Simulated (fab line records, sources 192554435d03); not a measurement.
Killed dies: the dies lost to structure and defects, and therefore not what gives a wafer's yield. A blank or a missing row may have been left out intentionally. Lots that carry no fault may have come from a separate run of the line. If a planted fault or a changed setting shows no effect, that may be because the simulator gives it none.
Struck lot and sound lot, side by side ; flow n5 finfet ; 15 steps out of a route of 1938
Sound: wafers L275.2, L275.3, L275.6. The struck wafers were L288.2, L288.4, L288.5. The cause comes at the end.
Each step with rows lists, per side, the tool, then ch with its chambers, then its first start. Under that, the readings that differ: sound wafers ; struck wafers ; difference of the means ; sigmas: that difference in standard deviations of wafers without a fault.
alike: words and numbers the same on both sides, and readings whose means are apart by under 2 such deviations; not compared: readings that were withheld, readings missing a value for some wafer, numbers with overlapping values and no deviation given by the record, and bounds like >300 which may hide the same value.
The two part at a step that has a row with sigmas, a row that says differs or no value, or rows on one side only. Numbers that have no deviation but don't overlap get no sigmas and don't part them. A reading missing from all wafers of one side parts the sides only when that side holds two or more wafers.

first, 8 steps without rows for these wafers: N5_BEOL_M0_SAQP_COAT_72 (time 60 s, resist thk 15 nm); N5_BEOL_M0_SAQP_COAT_87 (time 60 s, resist thk 5 nm); N5_BEOL_M0_SAQP_COAT_34 (resist thk 30 nm); N5_BEOL_M0_SAQP_EBR_36; N5_BEOL_M0_SAQP_SOFTBAKE_35 (time 60 s); N5_BEOL_M0_SAQP_EXPOSE_37 (exposes mask M0 CUT1, target cd 30 nm); N5_BEOL_M0_SAQP_PEB_38 (peb time 60 s); N5_BEOL_M0_SAQP_DEVELOP_39 (develop time 30 s).
N5_BEOL_M0_SAQP_CD_MEAS_40: target cd 30 nm.
  sound on cd sem-03 ch 0, day 5 14:34; struck on cd sem-01 ch 0, day 9 01:15
  alike: cd nm
N5_BEOL_M0_SAQP_OVL_MEAS_41:
  sound on overlay-01 ch 0, day 5 14:36; struck on overlay-01 ch 0, day 9 01:17
  alike: M0_CUT1_OVL
N5_BEOL_M0_SAQP_INSPECT_42: inspects for defects (brightfield).
  sound: defect inspect-01 at day 5 14:39; struck: defect inspect-01 at day 9 01:20
  alike: raw defect count
N5_BEOL_M0_SAQP_DESCUM_45: chemistry O2, time 7 s.
  sound on rie diel-04 ch 0,3, day 5 14:41; struck on rie diel-02 ch 0,1,3, day 9 01:23
  alike: drypump motor current A, oes product au, rf vpp V, showerhead plenum p Torr, throttle valve pct
  not compared: rf hours counter h
N5_BEOL_M0_SAQP_ETCH_88: etches underlayer in N2/H2, target depth 6.5 nm, time 5.2 s.
  sound on rie diel-04 ch 0,3, day 5 14:43; struck on rie diel-02 ch 0,1,3, day 9 01:25
reading;sound;struck;difference;sigmas
etch rf on time s (s);5.21 5.24 5.14;3.77 3.91 3.81;-1.37;-14
oes product au (a.u.);0.63 0.60 0.64;0.78 0.75 0.98;+0.21;+3
  alike: drypump motor current A, rf vpp V, showerhead plenum p Torr, throttle valve pct
  not compared: rf hours counter h
N5_BEOL_M0_SAQP_ETCH_73: etches SiARC in CF4, target depth 19.5 nm, time 32.5 s.
  sound on rie diel-04 ch 0,3, day 5 14:44; struck on rie diel-02 ch 0,1,3, day 9 01:26
  alike: cf4 flow sccm, drypump motor current A, etch rf on time s, oes product au, rf vpp V, showerhead plenum p Torr, throttle valve pct
  not compared: rf hours counter h
-- the record jumps here: 2 days lie between the struck wafers' starts before and after (it left off in module BEOL_M0_SAQP and takes up again in module BEOL_M4, whose first step shown is number 1111 of the route) --
N5_BEOL_M4_RC_MEAS_101:
  sound on prober-02 ch 0, day 7 18:53; struck on prober-02 ch 0, day 11 01:29
reading;sound;struck;difference;sigmas
ION_P (uA/um);471 473 472;454 454 454;-18;-2
VT_N (mV);247 245 246;253 250 255;+7;+2
VT_P (mV);-247 -245 -246;-252 -253 -256;-8;-2
  alike: DIBL_N, DIBL_P, IOFF_N, IOFF_P, ION_N, SS_N, SS_P

== WHERE THEY PART ==
At N5_BEOL_M0_SAQP_ETCH_88 first; at N5_BEOL_M4_RC_MEAS_101 last (within this record only).

WHY: the cause the simulator had injected
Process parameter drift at N5_BEOL_M0_SAQP_ETCH_88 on rie diel-02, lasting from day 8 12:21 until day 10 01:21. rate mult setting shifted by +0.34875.
